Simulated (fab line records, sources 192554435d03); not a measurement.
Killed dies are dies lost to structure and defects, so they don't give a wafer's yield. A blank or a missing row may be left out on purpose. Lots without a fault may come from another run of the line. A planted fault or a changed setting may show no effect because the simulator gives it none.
Chamber matching | flow n5_finfet | N5_BEOL_M1_CO_CAP_55 on cvd_co-01: 3 sister chambers
The step material Co, precursor CCTBA/H2, target thk 2 nm, time 102.1 s. 27 wafers are shown with their chamber, then 12 later ones without.

WAFERS WITH THEIR CHAMBER
wafer  | chamber | heater_power_w (W)
L074.2 | 0       | 230
L074.3 | 2       | 267
L074.5 | 1       | 229
L076.1 | 1       | 221
L076.3 | 0       | 227
L076.6 | 2       | 278
L078.1 | 1       | 229
L078.3 | 0       | 224
L078.5 | 2       | 270
L079.1 | 2       | 271
L079.4 | 1       | 227
L079.6 | 2       | 274
L080.2 | 2       | 272
L080.5 | 1       | 232
L080.6 | 0       | 227
L081.1 | 1       | 232
L081.3 | 2       | 272
L081.6 | 1       | 229
L082.2 | 2       | 275
L082.4 | 0       | 219
L082.5 | 1       | 226
L083.1 | 2       | 283
L083.4 | 2       | 281
L083.5 | 1       | 226
L085.1 | 0       | 228
L085.4 | 2       | 272
L085.5 | 1       | 230

SIGNATURES (means of the wafers above)
reading        | chamber 0 | chamber 1 | chamber 2 | scatter within a chamber
heater_power_w | 225.83    | 228.10    | 274.09    | 4.11
Rule: a wafer's distance from a chamber is the root of the sum, over the readings, of the square of ((its reading less the chamber's mean) divided by the reading's scatter). The wafer belongs to the nearest chamber; if the next one is less than 2 further off, it can't be placed. The scatter: the root of (the sum of the squares of (reading less its chamber's mean) over the shown wafers, divided by (wafers less chambers)).

WAFERS WITHOUT THEIR CHAMBER
wafer  | heater_power_w (W)
L089.1 | 281
L089.3 | 224
L089.4 | 270
L090.4 | 276
L090.5 | 223
L090.6 | 230
L091.1 | 226
L091.2 | 224
L091.4 | 223
L092.4 | 224
L092.5 | 230
L092.6 | 277

WHICH CHAMBER EACH WENT THROUGH
wafer  | from the rows above     | in truth
L089.1 | 2                       | 2
L089.3 | can't be placed: 0 or 1 | 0
L089.4 | 2                       | 2
L090.4 | 2                       | 2
L090.5 | can't be placed: 0 or 1 | 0
L090.6 | can't be placed: 1 or 0 | 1
L091.1 | can't be placed: 0 or 1 | 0
L091.2 | can't be placed: 0 or 1 | 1
L091.4 | can't be placed: 0 or 1 | 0
L092.4 | can't be placed: 0 or 1 | 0
L092.5 | can't be placed: 1 or 0 | 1
L092.6 | 2                       | 2
Placed correctly: 4 of 12. Can't be placed from these rows: 8 (the true chamber is among the candidates in 8). Placed wrongly: 0.
